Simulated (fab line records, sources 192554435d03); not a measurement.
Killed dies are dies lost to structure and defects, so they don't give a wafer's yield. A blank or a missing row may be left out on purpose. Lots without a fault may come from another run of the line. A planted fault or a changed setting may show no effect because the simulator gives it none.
fab line records | flow n5_finfet
record lots=24 wafers=72 last_day=17
route steps=1938 shown BEOL_M0_SAQP@673 BEOL_M0_CUTY@708 BEOL_M0@732
lots that met no fault: from a run of the same line without faults
start_h: hours from the record's first day to the start of the lot's first wafer shown | wait_h: hours since the lot's step before | " the same as in the row above | L1.1+2: a row that stands for several wafers | - no value, or no start given | * or withheld: withheld | < > ~ a bound
route shown NAME@n: a module of which the file shows steps, and the number in the route of the first | usual: mean/standard deviation of fault-free wafers | same: alike in all rows | chamber/n: place in a boat | sites: the reading at each site | _std_site: their standard deviation | _edge_site: outer sites' mean less inner sites' | radius_mm: how far each site lies from the wafer's centre | mask NAME#n: copy n | behind: the tool/chamber that last shaped the wafer | hold: why the lot was held/for how many hours/how that ended | device: the transistor (n, p or np) that didn't switch | end of line: the same wafers' tests at the end of the route | a step without rows: its recipe alone | killed: dies lost to structure and defects at the first sort, not the wafer's yield | map: a wafer's dies, x killed, . not, _ none there
set.NAME: the setting as run; set.NAME@STEP: as run at that earlier step | model.NAME: the simulator's own value behind a step, which no gauge read
steps of the route over a sample of lots; a table a step, a row a wafer
services: from which hour (start_h, from the record's first day; less than 0 if before it) a tool's chamber was out of use, for how many hours, and why
## steps
# step N5_BEOL_M0_SAQP_ETCH_107
# recipe chemistry=CH3F/O2 target=SiNx target_depth_a=300 mask_material=SOC pressure_mtorr=30 source_w=395 bias_w=73 Ar_flow_sccm=150 CH3F_flow_sccm=30 O2_flow_sccm=20 ion_energy_ev=120
# usual drypump_motor_current_A=5.7/0.35 oes_product_au=0.76/0.083 rf_fwd_power_W=390.5/1.7 rf_vpp_V=298/10 showerhead_plenum_p_Torr=1.99/0.064 throttle_valve_pct=16.44/0.22
# columns lot.wafer tool chamber start_h wait_h drypump_motor_current_A oes_product_au rf_fwd_power_W rf_hours_counter_h rf_vpp_V showerhead_plenum_p_Torr throttle_valve_pct
L074.1 rie_diel-03 3 110.67 0.0 5.8 0.75 391.6 170 279 1.91 16.37
L074.3 " 0 " " 5.7 0.73 391.7 164 313 2.06 16.35
L074.5 " 0 " " 5.7 0.74 393.3 - 312 2.06 16.34
L075.2 rie_diel-01 3 116.93 0.0 5.4 0.73 392.5 152 300 2.01 16.44
L075.4 " 0 " " 5.6 0.71 393.3 220 308 1.98 16.30
L075.6 " 0 " " 5.7 0.71 393.0 - 309 1.98 16.33
L076.2 rie_diel-01 2 124.40 0.0 6.3 0.78 389.5 134 311 1.91 16.21
L076.4 " 1 " " 5.5 0.75 391.4 170 285 2.02 16.66
L076.6 " 3 " " 5.4 0.73 390.6 - 301 2.01 16.44
L077.1 rie_diel-02 0 130.94 0.0 6.2 0.73 387.7 184 282 2.00 16.79
L077.2 " 1 " " 5.8 0.96 390.2 7 302 1.97 16.08
L077.6 " 2 " " 5.1 0.70 391.1 - 301 1.98 16.56
L078.1 rie_diel-02 3 134.15 0.0 5.3 0.82 390.2 76 300 2.02 15.95
L078.4 " 2 " " 5.1 0.71 393.5 183 301 1.98 16.55
L078.6 " 3 " " 5.3 0.82 387.4 - 299 2.02 15.96
L079.1 rie_diel-01 2 136.87 0.0 6.3 0.79 389.8 138 312 1.91 16.24
L079.2 " 1 " " 5.5 0.76 390.0 174 288 2.02 16.68
L079.3 " 3 " " 5.5 0.73 392.8 158 300 2.01 16.44
L080.1 rie_diel-03 0 144.88 0.0 5.7 0.72 391.2 174 312 2.06 16.36
L080.5 " 2 " " 6.0 0.69 389.2 - 296 1.88 16.69
L080.6 " 1 " " 6.2 0.76 387.4 - 300 2.08 16.69
L081.1 rie_diel-01 0 155.33 0.0 5.7 0.71 392.0 231 308 1.97 16.34
L081.5 " 3 " " 5.4 0.72 390.4 - 298 2.00 16.46
L081.6 " 0 " " 5.7 0.71 393.1 - 308 1.97 16.35
L082.1 rie_diel-01 0 159.29 0.0 5.7 0.71 391.7 232 308 1.97 16.34
L082.3 " 3 " " 5.4 0.72 389.5 165 300 2.00 16.46
L082.5 " 0 " " 5.6 0.71 393.5 - 309 1.97 16.33
L083.1 rie_diel-02 1 167.97 0.0 5.8 0.94 388.7 18 302 1.96 16.10
L083.2 " 0 " " 6.3 0.72 388.7 194 285 2.00 16.81
L083.5 " 0 " " 6.3 0.72 389.4 - 284 2.00 16.81
L084.1 rie_diel-03 2 173.37 0.0 6.0 0.69 390.2 247 295 1.87 16.70
L084.3 " 3 " " 5.8 0.74 392.5 189 277 1.90 16.41
L084.4 " 0 " " 5.7 0.72 391.7 182 312 2.06 16.39
L085.1 rie_diel-02 2 178.32 0.0 5.1 0.71 390.5 196 299 1.98 16.58
L085.2 " 1 " " 5.8 0.93 388.1 22 301 1.96 16.10
L085.6 " 1 " " 5.8 0.93 388.5 - 303 1.96 16.12
L086.1 rie_diel-01 1 187.55 0.0 5.5 0.74 392.1 189 286 2.02 16.70
L086.3 " 0 " " 5.7 0.70 391.3 240 308 1.97 16.35
L086.5 " 2 " " 6.3 0.77 388.6 - 310 1.90 16.26
L087.1 rie_diel-02 3 191.31 0.0 5.4 0.80 390.2 93 299 2.02 15.99
L087.2 " 2 " " 5.1 0.70 392.3 200 302 1.98 16.59
L087.3 " 1 " " 5.8 0.92 390.0 25 301 1.96 16.12
L088.3 rie_diel-01 1 193.16 0.0 5.5 0.73 391.0 191 286 2.01 16.70
L088.5 " 2 " " 6.3 0.76 390.3 - 309 1.90 16.24
L088.6 " 3 " " 5.4 0.71 390.0 - 300 2.00 16.47
L089.1 rie_diel-03 1 201.40 0.0 6.3 0.74 387.3 175 302 2.07 16.72
L089.2 " 2 " " 6.0 1.02 388.9 0 299 2.12 16.29
L089.5 " 3 " " 5.8 0.73 390.4 - 279 1.90 16.41
L090.2 rie_diel-03 1 205.24 0.0 6.2 0.74 387.8 176 301 2.07 16.73
L090.4 " 3 " " 5.7 0.73 392.3 200 280 1.90 16.42
L090.6 " 0 " " 5.7 0.71 391.8 - 313 2.05 16.40
L091.1 rie_diel-03 2 210.53 0.0 6.0 1.00 388.1 3 300 2.12 16.30
L091.2 " 0 " " 5.7 0.70 389.9 195 313 2.05 16.40
L091.6 " 0 " " 5.7 0.71 390.3 - 311 2.05 16.41
L092.1 rie_diel-01 2 218.19 0.0 6.3 0.76 391.5 164 311 1.90 16.26
L092.2 " 1 " " 5.5 0.72 393.1 201 285 2.01 16.75
L092.3 " 3 " " 5.4 0.70 391.5 182 299 2.00 16.51
L093.1 rie_diel-03 2 227.12 0.0 6.0 0.98 389.7 8 300 2.12 16.31
L093.2 " 3 " " 5.7 0.71 392.1 208 278 1.90 16.43
L093.3 " 0 " " 5.7 0.71 386.6 200 312 2.05 16.42
L094.2 rie_diel-03 0 232.51 0.0 5.7 0.71 388.9 201 312 2.05 16.41
L094.3 " 3 " " 5.7 0.72 390.2 209 279 1.90 16.45
L094.5 " 2 " " 6.0 0.96 389.1 - 299 2.12 16.29
L095.1 rie_diel-02 3 238.08 0.0 5.3 0.78 390.2 108 299 2.01 16.01
L095.3 " 2 " " 5.1 0.69 391.4 217 299 1.97 16.59
L095.6 " 1 " " 5.7 0.89 389.5 - 303 1.95 16.16
L096.2 rie_diel-01 0 244.23 0.0 5.7 0.70 391.2 242 309 1.97 16.36
L096.3 " 1 " " 5.5 0.71 390.7 213 286 2.01 16.75
L096.6 " 2 " " 6.3 0.74 391.6 - 311 1.90 16.29
L097.1 rie_diel-01 2 247.43 0.0 6.2 0.75 391.4 177 310 1.89 16.30
L097.3 " 0 " " 5.6 0.70 394.2 243 308 1.97 16.35
L097.6 " 0 " " 5.6 0.70 392.9 - 307 1.97 16.38
# step N5_BEOL_M0_SAQP_SPACER2_ALD_26
# recipe material=SiO2 target_thk_a=150 temp_c=300 ald_precursor_family=BDEAS ald_co_reactant=O2-plasma pulse_time_s=1 purge_time_s=2 co_reactant_purge_time_s=2 pressure_torr=2
# usual heater_power_w=456/58 precursor_pulse_height_rel=0.999/0.018
# columns lot.wafer tool chamber start_h wait_h heater_power_w precursor_pulse_height_rel
L074.1 ald_sin-02 0 110.92 0.1 548 0.997
L074.3 " 1 " " 470 0.974
L074.5 " 0 " " 540 0.997
L075.2 ald_sin-03 3 118.69 1.6 480 0.965
L075.4 " 1 " " 379 0.993
L075.6 " 0 " " 442 0.973
L076.2 ald_sin-03 3 125.10 0.6 490 1.043
L076.4 " 1 " " 374 0.986
L076.6 " 1 " " 377 0.994
L077.1 ald_sin-01 0 131.19 0.1 433 0.985
L077.2 " 1 " " 518 1.019
L077.6 " 1 " " 514 0.998
L078.1 ald_sin-03 3 134.39 0.1 493 1.017
L078.4 " 1 " " 383 0.998
L078.6 " 3 " " 483 0.967
L079.1 ald_sin-03 0 137.12 0.1 444 1.006
L079.2 " 2 " " 419 1.024
L079.3 " 3 " " 501 0.990
L080.1 ald_sin-03 1 145.39 0.4 368 1.020
L080.5 " 0 " " 445 1.014
L080.6 " 3 " " 496 0.995
L081.1 ald_sin-01 0 155.57 0.1 426 0.980
L081.5 " 2 " " 602 0.972
L081.6 " 3 " " 485 0.986
L082.1 ald_sin-03 1 159.61 0.2 379 1.020
L082.3 " 2 " " 421 0.996
L082.5 " 2 " " 428 0.995
L083.1 ald_sin-02 1 168.26 0.1 471 1.015
L083.2 " 3 " " 406 0.990
L083.5 " 1 " " 476 1.021
L084.1 ald_sin-02 2 173.79 0.1 389 0.968
L084.3 " 0 " " 535 0.976
L084.4 " 1 " " 462 1.037
L085.1 ald_sin-03 1 178.57 0.1 379 1.007
L085.2 " 3 " " 499 1.022
L085.6 " 0 " " 443 1.005
L086.1 ald_sin-02 1 189.02 1.3 466 0.999
L086.3 " 3 " " 412 1.025
L086.5 " 3 " " 413 1.022
L087.1 ald_sin-01 0 191.62 0.2 403 0.997
L087.2 " 3 " " 444 1.003
L087.3 " 1 " " 500 0.983
L088.3 ald_sin-02 3 193.51 0.1 399 0.996
L088.5 " 1 " " 465 1.046
L088.6 " 0 " " 530 0.979
L089.1 ald_sin-03 2 201.64 0.1 433 0.987
L089.2 " 1 " " 379 1.022
L089.5 " 1 " " 374 0.979
L090.2 ald_sin-01 0 205.48 0.1 406 1.012
L090.4 " 2 " " 570 0.989
L090.6 " 0 " " 423 1.016
L091.1 ald_sin-02 2 210.77 0.1 401 0.982
L091.2 " 3 " " 409 1.029
L091.6 " 3 " " 402 1.018
L092.1 ald_sin-02 2 218.43 0.1 388 0.980
L092.2 " 0 " " 542 0.989
L092.3 " 1 " " 469 0.976
L093.1 ald_sin-02 3 227.36 0.1 406 0.980
L093.2 " 1 " " 466 1.019
L093.3 " 0 " " 552 1.015
L094.2 ald_sin-01 2 233.04 0.1 563 0.999
L094.3 " 1 " " 496 1.024
L094.5 " 2 " " 587 0.987
L095.1 ald_sin-03 0 239.09 0.4 466 0.989
L095.3 " 3 " " 496 1.001
L095.6 " 3 " " 481 1.018
L096.2 ald_sin-03 2 244.48 0.1 424 0.999
L096.3 " 1 " " 387 0.991
L096.6 " 1 " " 372 0.990
L097.1 ald_sin-03 0 247.68 0.1 439 0.989
L097.3 " 3 " " 494 1.007
L097.6 " 2 " " 426 1.008
# step N5_BEOL_M0_SAQP_MANDREL2_REMOVE_110
# recipe chemistry=HBr/Cl2/O2 bt_time_s=10 target=a-Si stop_on=SiCN endpoint=OES-SiCl over_etch_frac=1 icp_w=600 bias_w=30 HBr_flow_sccm=150 Cl2_flow_sccm=80 O2_flow_sccm=5 pressure_mtorr=10
# usual drypump_motor_current_A=5.9/0.49 he_backside_leak_sccm=2.8/0.36 oes_product_au=1.005/0.015 rf_fwd_power_W=596.5/1.9 throttle_valve_pct=37.0/0.47
# same over_etch_frac=1
# columns lot.wafer tool chamber start_h wait_h drypump_motor_current_A he_backside_leak_sccm oes_product_au rf_fwd_power_W rf_hours_counter_h throttle_valve_pct
L074.1 rie_si-02 2 111.55 0.1 5.6 3.4 0.996 595.3 178 36.9
L074.3 " 3 " " 6.4 2.5 1.028 593.7 37 37.2
L074.5 " 2 " " 5.6 3.4 1.011 593.0 - 36.9
L075.2 rie_si-06 1 119.33 0.1 6.7 2.5 1.019 596.7 60 37.5
L075.4 " 3 " " 5.3 2.8 1.013 601.6 18 36.7
L075.6 " 2 " " 5.8 3.3 0.988 594.0 - 37.1
L076.2 rie_si-06 2 125.74 0.1 5.8 3.3 0.984 594.0 183 37.1
L076.4 " 3 " " 5.3 2.9 1.007 596.0 18 36.7
L076.6 " 2 " " 5.8 3.3 0.975 594.5 - 37.1
L077.1 rie_si-06 0 131.88 0.1 6.6 2.4 0.993 595.9 115 37.6
L077.2 " 3 " " 5.3 2.8 1.000 600.4 18 36.7
L077.6 " 3 " " 5.2 2.9 1.000 600.0 - 36.7
L078.1 rie_si-06 0 135.13 0.1 6.6 2.4 0.994 596.9 115 37.6
L078.4 " 3 " " 5.3 3.0 1.010 597.4 18 36.7
L078.6 " 2 " " 5.8 3.3 0.978 592.7 - 37.1
L079.1 rie_si-02 2 137.75 0.1 5.6 3.3 1.011 594.2 178 36.9
L079.2 " 3 " " 6.4 2.6 1.015 597.7 38 37.2
L079.3 " 0 " " 5.5 2.6 1.011 597.1 10 36.3
L080.1 rie_si-02 1 146.02 0.1 6.3 2.3 0.999 596.9 1 35.9
L080.5 " 3 " " 6.4 2.5 1.007 595.9 - 37.2
L080.6 " 2 " " 5.6 3.4 1.006 598.1 - 36.9
L081.1 rie_si-01 3 156.32 0.1 5.6 2.9 1.009 596.8 144 36.9
L081.5 " 3 " " 5.6 2.9 1.033 597.0 - 36.9
L081.6 " 2 " " 5.8 2.6 1.003 595.4 - 36.2
L082.1 rie_si-02 2 160.25 0.1 5.6 3.5 1.017 596.0 179 36.9
L082.3 " 1 " " 6.3 2.2 0.992 599.4 2 35.9
L082.5 " 1 " " 6.4 2.2 1.002 597.2 - 35.9
L083.1 rie_si-01 1 168.89 0.1 5.6 3.1 0.999 599.7 160 37.1
L083.2 " 2 " " 5.9 2.6 0.996 599.9 164 36.2
L083.5 " 2 " " 5.9 2.7 0.996 594.2 - 36.2
L084.1 rie_si-01 2 174.49 0.1 5.9 2.7 0.997 596.6 164 36.2
L084.3 " 3 " " 5.6 2.7 1.018 597.5 144 36.9
L084.4 " 1 " " 5.6 2.9 0.999 596.7 160 37.2
L085.1 rie_si-01 0 179.35 0.1 6.0 2.9 1.016 596.0 146 36.9
L085.2 " 3 " " 5.6 2.8 1.020 597.9 145 36.9
L085.6 " 2 " " 5.9 2.8 1.017 594.2 - 36.2
L086.1 rie_si-06 2 189.66 0.1 5.8 3.2 0.979 596.1 184 37.0
L086.3 " 3 " " 5.3 3.0 1.002 598.2 19 36.7
L086.5 " 0 " " 6.6 2.4 1.009 596.2 - 37.6
L087.1 rie_si-06 2 192.26 0.1 5.8 3.3 0.955 597.6 185 37.1
L087.2 " 3 " " 5.3 3.0 0.990 593.8 19 36.7
L087.3 " 1 " " 6.7 4.1 1.007 596.0 62 37.5
L088.3 rie_si-06 2 194.18 0.1 5.8 3.2 0.963 597.6 185 37.0
L088.5 " 2 " " 5.8 3.3 0.972 594.6 - 37.1
L088.6 " 3 " " 5.3 2.8 0.999 595.4 - 36.7
L089.1 rie_si-01 3 202.38 0.1 5.6 2.7 1.029 597.7 145 36.9
L089.2 " 2 " " 5.8 2.8 1.012 596.0 164 36.2
L089.5 " 1 " " 5.6 3.1 0.995 595.5 - 37.1
L090.2 rie_si-02 1 206.41 0.1 6.3 2.4 1.005 597.1 2 35.9
L090.4 " 2 " " 5.6 3.4 1.021 596.6 180 36.9
L090.6 " 3 " " 6.4 2.4 1.014 594.5 - 37.2
L091.1 rie_si-01 2 211.50 0.1 5.9 2.6 1.018 599.9 165 36.1
L091.2 " 3 " " 5.6 2.9 1.026 596.7 145 36.9
L091.6 " 3 " " 5.6 3.0 1.015 595.6 - 36.9
L092.1 rie_si-06 2 219.07 0.1 5.8 3.2 0.981 598.1 185 37.1
L092.2 " 3 " " 5.3 3.0 1.013 601.0 20 36.7
L092.3 " 0 " " 6.6 2.6 1.015 597.6 117 37.6
L093.1 rie_si-06 3 228.03 0.1 5.3 2.9 1.005 596.8 20 36.7
L093.2 " 0 " " 6.6 2.5 1.014 595.6 117 37.6
L093.3 " 1 " " 6.7 2.7 0.999 595.4 63 37.5
L094.2 rie_si-01 2 233.67 0.1 5.9 2.7 1.013 596.7 165 36.2
L094.3 " 1 " " 5.6 2.9 1.005 597.4 161 37.1
L094.5 " 0 " " 6.0 2.8 1.018 598.2 - 36.9
L095.1 rie_si-06 2 239.85 0.1 5.8 3.3 0.977 596.1 185 37.1
L095.3 " 1 " " 6.7 2.3 1.005 599.3 63 37.5
L095.6 " 1 " " 6.7 2.3 0.998 597.3 - 37.5
L096.2 rie_si-06 1 245.33 0.1 6.7 2.4 1.017 594.4 63 37.5
L096.3 " 2 " " 5.8 3.2 0.975 596.3 186 37.1
L096.6 " 2 " " 5.8 3.3 0.974 595.7 - 37.1
L097.1 rie_si-06 0 248.33 0.1 6.6 2.4 1.029 596.7 117 37.6
L097.3 " 3 " " 5.3 3.1 1.004 598.5 20 36.7
L097.6 " 3 " " 5.2 3.2 1.007 596.8 - 36.7
# step N5_BEOL_M0_SAQP_CUT_ETCH_46
# recipe chemistry=N2/H2 target=SOC target_depth_a=1350 overetch_a=270 temp_c=40 time_s=202.5 ion_energy_ev=200 mask_material=SiARC pressure_mtorr=30 source_w=840 bias_w=150 n2_flow_sccm=200 h2_flow_sccm=200
# usual drypump_motor_current_A=5.7/0.37 rf_fwd_power_W=837.4/2.7 rf_vpp_V=523.4/2.2 showerhead_plenum_p_Torr=2.52/0.071 throttle_valve_pct=17.87/0.27
# columns lot.wafer tool chamber start_h wait_h drypump_motor_current_A rf_fwd_power_W rf_hours_counter_h rf_vpp_V showerhead_plenum_p_Torr throttle_valve_pct
L074.1 rie_diel-01 2 112.18 0.0 6.3 843.3 130 521.4 2.47 17.97
L074.3 " 3 " " 5.4 838.7 150 524.4 2.54 17.83
L074.5 " 0 " " 5.7 837.2 - 522.6 2.51 17.63
L075.2 rie_diel-01 0 120.08 0.0 5.7 845.6 221 524.9 2.51 17.65
L075.4 " 3 " " 5.4 839.8 153 524.5 2.54 17.84
L075.6 " 3 " " 5.5 840.5 - 522.0 2.54 17.83
L076.2 rie_diel-03 1 126.52 0.0 6.2 838.5 151 527.8 2.65 18.13
L076.4 " 3 " " 5.7 838.7 175 520.4 2.40 17.62
L076.6 " 3 " " 5.7 838.3 - 521.3 2.40 17.61
L077.1 rie_diel-02 2 132.51 0.0 5.2 840.1 182 523.5 2.53 17.95
L077.2 " 0 " " 6.3 840.2 185 522.6 2.55 18.48
L077.6 " 2 " " 5.1 839.4 - 524.1 2.53 17.95
L078.1 rie_diel-01 3 135.79 0.0 5.4 839.7 158 522.6 2.54 17.83
L078.4 " 0 " " 5.7 839.4 226 523.4 2.51 17.67
L078.6 " 2 " " 6.3 835.4 - 521.8 2.46 18.00
L079.1 rie_diel-01 1 138.70 0.0 5.5 839.7 174 522.9 2.52 17.92
L079.2 " 2 " " 6.3 841.6 138 520.2 2.46 17.99
L079.3 " 3 " " 5.4 832.4 159 523.3 2.54 17.84
L080.1 rie_diel-02 3 146.77 0.0 5.3 837.6 80 522.4 2.56 17.37
L080.5 " 0 " " 6.3 836.7 - 524.2 2.55 18.51
L080.6 " 1 " " 5.7 834.4 - 521.9 2.49 17.49
L081.1 rie_diel-02 2 157.15 0.0 5.2 836.6 189 524.3 2.53 17.97
L081.5 " 1 " " 5.8 836.4 - 523.8 2.49 17.49
L081.6 " 2 " " 5.1 839.7 - 525.3 2.53 17.95
L082.1 rie_diel-02 0 161.02 0.0 6.2 834.1 193 524.0 2.55 18.50
L082.3 " 3 " " 5.4 835.8 84 524.2 2.56 17.37
L082.5 " 1 " " 5.8 840.2 - 523.2 2.49 17.50
L083.1 rie_diel-03 0 169.64 0.0 5.7 835.8 181 527.5 2.64 17.81
L083.2 " 1 " " 6.2 835.8 163 526.9 2.64 18.14
L083.5 " 2 " " 6.0 833.8 - 519.8 2.37 18.04
L084.1 rie_diel-01 3 175.44 0.0 5.4 832.1 169 524.4 2.53 17.85
L084.3 " 2 " " 6.3 834.8 148 520.9 2.46 18.00
L084.4 " 1 " " 5.5 834.3 185 523.5 2.52 17.91
L085.1 rie_diel-02 2 179.97 0.0 5.2 836.5 197 524.2 2.53 17.99
L085.2 " 1 " " 5.8 835.0 22 521.1 2.48 17.48
L085.6 " 3 " " 5.4 839.6 - 525.4 2.56 17.38
L086.1 rie_diel-03 0 190.40 0.0 5.7 834.5 188 525.9 2.63 17.82
L086.3 " 3 " " 5.8 837.6 195 521.0 2.39 17.64
L086.5 " 3 " " 5.8 837.8 - 519.5 2.39 17.66
L087.1 rie_diel-01 2 192.88 0.0 6.3 837.6 154 521.0 2.46 18.03
L087.2 " 3 " " 5.4 840.1 171 523.5 2.53 17.85
L087.3 " 1 " " 5.5 837.9 191 523.1 2.52 17.91
L088.3 rie_diel-01 1 194.93 0.0 5.5 835.3 192 523.3 2.52 17.90
L088.5 " 3 " " 5.4 837.1 - 524.1 2.53 17.86
L088.6 " 2 " " 6.3 839.8 - 520.8 2.46 18.03
L089.1 rie_diel-02 1 203.13 0.0 5.8 837.5 29 522.4 2.48 17.51
L089.2 " 2 " " 5.2 841.9 204 522.2 2.52 17.99
L089.5 " 2 " " 5.1 841.3 - 524.3 2.52 17.99
L090.2 rie_diel-01 2 207.03 0.0 6.2 839.2 159 520.4 2.45 18.03
L090.4 " 3 " " 5.4 833.9 - 524.4 2.53 17.90
L090.6 " 1 " " 5.5 841.3 - 524.0 2.51 17.94
L091.1 rie_diel-03 3 212.16 0.0 5.8 841.5 203 520.7 2.39 17.65
L091.2 " 0 " " 5.7 831.2 196 526.2 2.63 17.83
L091.6 " 2 " " 6.0 836.9 - 528.0 2.69 17.70
L092.1 rie_diel-03 1 219.69 0.0 6.3 836.7 180 528.1 2.63 18.20
L092.2 " 2 " " 6.0 834.7 5 529.1 2.68 17.67
L092.3 " 0 " " 5.7 837.7 198 525.6 2.63 17.82
L093.1 rie_diel-01 3 228.66 0.0 5.4 838.1 187 524.0 2.53 17.87
L093.2 " 1 " " 5.5 835.6 206 523.7 2.51 17.93
L093.3 " 2 " " 6.3 834.2 169 520.2 2.45 18.05
L094.2 rie_diel-03 3 234.30 0.0 5.8 839.0 210 520.8 2.39 17.66
L094.3 " 1 " " 6.2 835.3 184 527.1 2.63 18.16
L094.5 " 0 " " 5.7 836.8 - 525.8 2.63 17.82
L095.1 rie_diel-01 2 240.48 0.0 6.3 838.2 174 521.9 2.45 18.06
L095.3 " 1 " " 5.5 835.6 211 523.3 2.51 17.94
L095.6 " 1 " " 5.5 842.7 - 523.8 2.51 17.93
L096.2 rie_diel-01 2 250.27 0.0 6.3 834.2 177 520.5 2.45 18.07
L096.3 " 1 " " 5.5 841.4 215 523.9 2.51 17.95
L096.6 " 3 " " 5.4 838.7 - 523.0 2.52 17.91
L097.1 rie_diel-02 1 250.38 0.0 5.7 834.9 45 522.2 2.47 17.53
L097.3 " 3 " " 5.4 835.5 112 522.2 2.55 17.43
L097.6 " 1 " " 5.7 837.1 - 523.3 2.47 17.56
# step N5_BEOL_M0_CUTY_CD_MEAS_57
# recipe target_cd_nm=200 landing_energy_ev=500 detector=se_inlens polarity=line
# usual cd_nm=199.8/1
# columns lot.wafer tool chamber start_h wait_h cd_nm
L074.1 cd_sem-03 0 113.80 - 197.8
L074.3 " 0 " " 197.1
L074.5 " 0 " " 197.0
L075.2 cd_sem-03 0 121.39 - 201.5
L075.4 " 0 " " 200.0
L075.6 " 0 " " 201.3
L076.2 cd_sem-01 0 127.75 - 201.0
L076.4 " 0 " " 199.5
L076.6 " 0 " " 200.7
L077.1 cd_sem-01 0 133.62 - 199.9
L077.2 " 0 " " 200.8
L077.6 " 0 " " 201.3
L078.1 cd_sem-03 0 136.88 - 200.5
L078.4 " 0 " " 200.2
L078.6 " 0 " " 200.5
L079.1 cd_sem-02 0 140.02 - 200.7
L079.2 " 0 " " 200.9
L079.3 " 0 " " 201.1
L080.1 cd_sem-02 0 148.18 - 199.2
L080.5 " 0 " " 197.8
L080.6 " 0 " " 199.3
L081.1 cd_sem-01 0 158.24 - 199.5
L081.5 " 0 " " 198.9
L081.6 " 0 " " 199.7
L082.1 cd_sem-01 0 162.30 - 201.8
L082.3 " 0 " " 200.4
L082.5 " 0 " " 201.1
L083.1 cd_sem-03 0 170.99 - 201.8
L083.2 " 0 " " 198.8
L083.5 " 0 " " 200.5
L084.1 cd_sem-02 0 176.53 - 199.5
L084.3 " 0 " " 198.4
L084.4 " 0 " " 199.5
L085.1 cd_sem-03 0 181.95 - 200.0
L085.2 " 0 " " 199.0
L085.6 " 0 " " 199.4
L086.1 cd_sem-03 0 191.77 - 199.7
L086.3 " 0 " " 200.8
L086.5 " 0 " " 200.6
L087.1 cd_sem-01 0 194.14 - 200.0
L087.2 " 0 " " 199.9
L087.3 " 0 " " 200.5
L088.3 cd_sem-02 0 196.15 - 200.2
L088.5 " 0 " " 199.8
L088.6 " 0 " " 200.8
L089.1 cd_sem-02 0 204.74 - 198.9
L089.2 " 0 " " 198.9
L089.5 " 0 " " 200.2
L090.2 cd_sem-03 0 208.13 - 199.1
L090.4 " 0 " " 201.0
L090.6 " 0 " " 199.4
L091.1 cd_sem-01 0 213.90 - 199.4
L091.2 " 0 " " 199.9
L091.6 " 0 " " 200.1
L092.1 cd_sem-01 0 221.40 - 200.0
L092.2 " 0 " " 201.2
L092.3 " 0 " " 201.8
L093.1 cd_sem-02 0 230.66 - 197.8
L093.2 " 0 " " 200.0
L093.3 " 0 " " 200.0
L094.2 cd_sem-02 0 235.65 - 199.2
L094.3 " 0 " " 200.0
L094.5 " 0 " " 200.9
L095.1 cd_sem-03 0 241.82 - 198.9
L095.3 " 0 " " 199.6
L095.6 " 0 " " 198.4
L096.2 cd_sem-03 0 251.51 - 198.5
L096.3 " 0 " " 200.0
L096.6 " 0 " " 198.9
L097.1 cd_sem-02 0 251.67 - 200.0
L097.3 " 0 " " 199.9
L097.6 " 0 " " 199.8
# step N5_BEOL_M0_SURFACE_TREAT_137
# recipe gas=Ar time_s=* ion_energy_ev=* ion_current_ma_cm2=0.5 pressure_mtorr=* ar_flow_sccm=30
# usual throttle_valve_pct=*
# columns lot.wafer tool chamber start_h wait_h throttle_valve_pct
L074.1 pvd_sputter-01 - 117.44 0.3 *
L074.3 " - " " *
L074.5 " - " " *
L075.2 pvd_sputter-03 - 125.53 0.2 *
L075.4 " - " " *
L075.6 " - " " *
L076.2 pvd_sputter-02 - 131.11 0.1 *
L076.4 " - " " *
L076.6 " - " " *
L077.1 pvd_sputter-01 - 136.06 0.3 *
L077.2 " - " " *
L077.6 " - " " *
L078.1 pvd_sputter-03 - 139.59 0.1 *
L078.4 " - " " *
L078.6 " - " " *
L079.1 pvd_sputter-02 - 145.79 1.8 *
L079.2 " - " " *
L079.3 " - " " *
L080.1 pvd_sputter-02 - 153.25 0.2 *
L080.5 " - " " *
L080.6 " - " " *
L081.1 pvd_sputter-03 - 160.88 0.1 *
L081.5 " - " " *
L081.6 " - " " *
L082.1 pvd_sputter-02 - 166.43 0.1 *
L082.3 " - " " *
L082.5 " - " " *
L083.1 pvd_sputter-01 - 176.16 0.5 *
L083.2 " - " " *
L083.5 " - " " *
L084.1 pvd_sputter-02 - 178.61 0.2 *
L084.3 " - " " *
L084.4 " - " " *
L085.1 pvd_sputter-02 - 186.30 0.1 *
L085.2 " - " " *
L085.6 " - " " *
L086.1 pvd_sputter-02 - 197.21 0.1 *
L086.3 " - " " *
L086.5 " - " " *
L088.3 pvd_sputter-01 - 198.38 0.2 *
L088.5 " - " " *
L088.6 " - " " *
L087.1 pvd_sputter-02 - 198.48 0.2 *
L087.2 " - " " *
L087.3 " - " " *
L089.1 pvd_sputter-01 - 208.07 0.3 *
L089.2 " - " " *
L089.5 " - " " *
L090.2 pvd_sputter-02 - 211.79 0.2 *
L090.4 " - " " *
L090.6 " - " " *
L091.1 pvd_sputter-01 - 216.64 0.3 *
L091.2 " - " " *
L091.6 " - " " *
L092.1 pvd_sputter-02 - 224.32 0.2 *
L092.2 " - " " *
L092.3 " - " " *
L093.1 pvd_sputter-02 - 234.50 0.4 *
L093.2 " - " " *
L093.3 " - " " *
L094.2 pvd_sputter-01 - 238.33 1.1 *
L094.3 " - " " *
L094.5 " - " " *
L095.1 pvd_sputter-02 - 244.05 0.2 *
L095.3 " - " " *
L095.6 " - " " *
L096.2 pvd_sputter-01 - 260.08 0.2 *
L096.3 " - " " *
L096.6 " - " " *
L097.1 pvd_sputter-02 - 260.36 0.2 *
L097.3 " - " " *
L097.6 " - " " *
## services
# columns tool chamber start_h hours kind
pvd_sputter-02 - 88.47 0.6 repair
rie_si-02 - 89.12 0.6 repair
ald_sin-02 0 92.51 2.5 repair
rie_diel-01 2 96.68 7.6 repair
ald_sin-01 - 111.09 0.5 repair
pvd_sputter-02 - 121.61 1.8 repair
rie_si-01 - 124.96 15.6 pm
rie_diel-01 0 137.19 2.4 repair
ald_sin-02 - 137.97 14.6 pm
rie_si-01 2 147.21 3.1 repair
rie_si-02 0 151.61 12.7 repair
rie_diel-01 3 176.74 8.3 repair
ald_sin-01 - 176.75 14.0 pm
rie_diel-03 2 181.29 - clean
rie_diel-03 2 181.29 - consumable_replace:focus_ring
rie_diel-03 2 181.29 - consumable_replace:showerhead
rie_si-06 0 212.39 6.2 repair
rie_si-01 1 216.72 10.8 repair
rie_diel-03 - 234.90 15.6 pm
rie_si-02 1 240.67 4.3 repair
ald_sin-02 - 243.18 4.6 repair
rie_si-06 2 247.45 - clean
pvd_sputter-01 - 252.79 1.5 repair
rie_si-01 2 257.09 10.7 repair
## key
fault none
